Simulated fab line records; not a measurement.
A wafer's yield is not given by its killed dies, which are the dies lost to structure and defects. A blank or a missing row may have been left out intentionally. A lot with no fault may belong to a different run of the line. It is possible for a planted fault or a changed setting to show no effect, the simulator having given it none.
8D (eight disciplines) problem report, filled in by code + flow n5 finfet + the parts of the form that need people (team, actions taken, sign-off) are left out

== 1. THE ISSUE ==
N5_BEOL_M10_OCD_MEAS_38, trench depth nm: mean 241.1 nm over 1 wafer from 1 lot; wafers with no fault: 147.4 nm, standard deviation 2.6. Relative to the usual mean, that is a shift of +36 standard deviations.
The first sign was on wafer L721.4 at day 11 19:13, on ocd-01. The record has a number at this step for 18 wafers belonging to 6 lots. The rule behind "out" and "out of limits": a value lying over 4 standard deviations away from the usual mean. All remaining wafers that have a number are taken as sound.

== 2. WHAT IT IS AND WHAT IT IS NOT ==
| question                    | is                | is not                                                                                |
|-----------------------------|-------------------|---------------------------------------------------------------------------------------|
| which readings at this step | trench depth nm   | -                                                                                     |
| which lots                  | L721              | L720, L724, L725, L732, L736                                                          |
| which wafers of those lots  | L721.4            | L721.2, L721.6                                                                        |
| read on which gauges        | ocd-01            | ocd-02                                                                                |
| when                        | from day 11 19:13 | up to then (5 sound wafers); but 12 sound wafers of L724, L725, L732, L736 came after |

== 3. WHAT RULES OUT EACH SUSPECT ==
Counting: any tool at a process step up to the reading remains a suspect provided it ran every lot that is out. Sound lots after the first of them don't rule it out here, since some wafers of a struck lot are sound.
- the gauge at N5_BEOL_M10_OCD_MEAS_38 has been ruled out. All the wafers that are out were read on ocd-01, but those of them that N5_BEOL_M10_THK_MEAS_53 has rows for are out there too, on other tools.
- rie diel-01 at N5_BEOL_M10_DESCUM_33 (chemistry O2, time 7.9 s): kept. It ran the lot that is out, L721 (day 11 18:44); its last sound lot up to then is L720 (day 11 08:54).
- rie diel-01 at N5_BEOL_M10_TRENCH_ETCH_37 (etches SiCOH lowk in C4F6/O2, target depth 148.83 nm, time 48 s): kept. It ran the lot that is out, L721 (day 11 19:02); its last sound lot up to then is L720 (day 11 09:13).
- Within rie diel-01 at N5_BEOL_M10_DESCUM_33: the wafers that are out ran in chamber 2; their sound lot-mates ran in chambers 0, 3.
- Within rie diel-01 at N5_BEOL_M10_TRENCH_ETCH_37: the wafers that are out ran in chamber 2; their sound lot-mates ran in chambers 0, 3.
The count leaves rie diel-01 at N5_BEOL_M10_TRENCH_ETCH_37 and rie diel-01 at N5_BEOL_M10_DESCUM_33.

== 4. THE CAUSE (what the simulator had put in) ==
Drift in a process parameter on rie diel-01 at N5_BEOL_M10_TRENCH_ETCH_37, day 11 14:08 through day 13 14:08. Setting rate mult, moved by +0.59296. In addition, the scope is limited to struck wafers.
After counting, 2 suspects remain, this tool included.

== 5. THE EFFECT CHAIN, in route order ==
Each row: a reading whose mean over the struck wafers that have a number lies more than 3 standard deviations from the usual. Only readings for which the record gives a usual standard deviation are gone through. hours: the time from each lot's start at the first step in this table that gives one to its start at this step, as a median over the lots. sigmas: the change in usual standard deviations.
| hours | step                    | reading              | usual        | on struck wafers | change | sigmas |
|-------|-------------------------|----------------------|--------------|------------------|--------|--------|
| 0     | N5_BEOL_M10_OCD_MEAS_38 | trench depth nm      | 147.4 nm     | 241.1            | +93.7  | +36    |
| 2     | N5_BEOL_M10_THK_MEAS_53 | M10_THK              | 136 nm       | 226              | +90    | +30    |
| 2     | N5_BEOL_M10_RS_MEAS_57  | M10_RS               | 0.153 ohm/sq | 0.087            | -0.066 | -19    |
| 43    | N5_BEOL_M15_RC_MEAS_101 | SERP_M10             | 3.12 ohm/um  | 1.77             | -1.35  | -16    |
| 43    | N5_BEOL_M15_RC_MEAS_101 | SERP_M10_max_site    | 3.22 ohm/um  | 1.85             | -1.37  | -15    |
| 56    | N5_PASSIVATION_PROBE_49 | defect limited yield | 91.6 %       | 78.7             | -12.9  | -9.2   |
| 56    | N5_PASSIVATION_PROBE_49 | killed_at_M4_up      | 13           | 136              | +123   | +25    |
| 56    | N5_PASSIVATION_PROBE_49 | killed dies          | 99           | 251              | +152   | +9.5   |
| 56    | N5_PASSIVATION_PROBE_49 | killed on rim        | 13           | 53               | +40    | +10    |
| 56    | N5_PASSIVATION_PROBE_49 | sort n pass          | 1081         | 929              | -152   | -9.5   |
| 56    | N5_PASSIVATION_PROBE_49 | sort yield pct       | 91.6 %       | 78.7             | -12.9  | -9.2   |
Process steps it contains:
- N5_PASSIVATION_PROBE_49

== 6. HOW IT WOULD HAVE BEEN CAUGHT EARLIER ==
The first out-of-limits reading at a measuring or inspecting step in this record came at day 11 19:13, 5 hours after the fault's start at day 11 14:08.
Tool readings at N5_BEOL_M10_TRENCH_ETCH_37 with a usual standard deviation given in the record: none out on any struck wafer, hence no alarm at a limit of 4 standard deviations on them.
The start of N5_BEOL_M10_TRENCH_ETCH_37 on rie diel-01 came by day 11 19:13 for every one of the lots that are out (1). A hold on the tool at that time would have spared none of them.
